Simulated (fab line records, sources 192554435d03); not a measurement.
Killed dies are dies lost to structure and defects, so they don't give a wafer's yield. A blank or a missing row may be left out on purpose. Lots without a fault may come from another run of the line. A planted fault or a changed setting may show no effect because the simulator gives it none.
Chamber matching | flow n5_finfet | N5_BEOL_M5_ETCH_75 on rie_diel-01: 4 sister chambers
The step etches underlayer in N2/H2, target depth 6.5 nm, time 5.2 s. 18 wafers are shown with their chamber, then 9 later ones without.

WAFERS WITH THEIR CHAMBER
wafer  | chamber | drypump_motor_current_A (A) | throttle_valve_pct (%) | etch_rf_on_time_s (s)
L075.2 | 3       | 6.1                         | 17.70                  | 5.13
L075.4 | 2       | 5.7                         | 18.10                  | 5.29
L075.5 | 1       | 5.6                         | 18.26                  | 5.28
L076.4 | 3       | 6.1                         | 17.72                  | 5.05
L076.5 | 2       | 5.7                         | 18.09                  | 5.17
L076.6 | 0       | 5.4                         | 17.77                  | 5.15
L079.1 | 0       | 5.4                         | 17.82                  | 5.11
L079.3 | 1       | 5.6                         | 17.84                  | 5.14
L079.4 | 0       | 5.4                         | 17.81                  | 5.08
L087.2 | 1       | 5.6                         | 17.86                  | 5.14
L087.4 | 3       | 6.1                         | 17.74                  | 5.00
L087.6 | 3       | 6.1                         | 17.75                  | 4.96
L090.3 | 1       | 5.7                         | 17.87                  | 5.15
L090.5 | 3       | 6.1                         | 17.74                  | 5.05
L090.6 | 2       | 5.7                         | 18.14                  | 5.23
L095.4 | 2       | 5.7                         | 18.16                  | 5.22
L095.5 | 3       | 6.1                         | 17.77                  | 5.08
L095.6 | 0       | 5.4                         | 17.84                  | 5.15

SIGNATURES (means of the wafers above)
reading                 | chamber 0 | chamber 1 | chamber 2 | chamber 3 | scatter within a chamber
drypump_motor_current_A | 5.400     | 5.625     | 5.700     | 6.100     | 0.0231
throttle_valve_pct      | 17.8100   | 17.9575   | 18.1225   | 17.7367   | 0.0968
etch_rf_on_time_s       | 5.1225    | 5.1775    | 5.2275    | 5.0450    | 0.0551
Rule: a wafer's distance from a chamber is the root of the sum, over the readings, of the square of ((its reading less the chamber's mean) divided by the reading's scatter). The wafer belongs to the nearest chamber; if the next one is less than 2 further off, it can't be placed. The scatter: the root of (the sum of the squares of (reading less its chamber's mean) over the shown wafers, divided by (wafers less chambers)).

WAFERS WITHOUT THEIR CHAMBER
wafer  | drypump_motor_current_A (A) | throttle_valve_pct (%) | etch_rf_on_time_s (s)
L093.1 | 5.6                         | 17.90                  | 5.27
L093.4 | 5.7                         | 18.19                  | 5.25
L093.5 | 6.1                         | 17.76                  | 5.13
L094.1 | 5.4                         | 17.86                  | 5.09
L094.5 | 5.7                         | 18.17                  | 5.21
L094.6 | 5.6                         | 17.89                  | 5.20
L096.3 | 5.4                         | 17.86                  | 5.19
L096.4 | 5.6                         | 17.89                  | 5.25
L096.6 | 6.1                         | 17.79                  | 5.04

WHICH CHAMBER EACH WENT THROUGH
wafer  | from the rows above | in truth
L093.1 | 1                   | 1
L093.4 | 2                   | 2
L093.5 | 3                   | 3
L094.1 | 0                   | 0
L094.5 | 2                   | 2
L094.6 | 1                   | 1
L096.3 | 0                   | 0
L096.4 | 1                   | 1
L096.6 | 3                   | 3
Placed correctly: 9 of 9. Can't be placed from these rows: 0. Placed wrongly: 0.
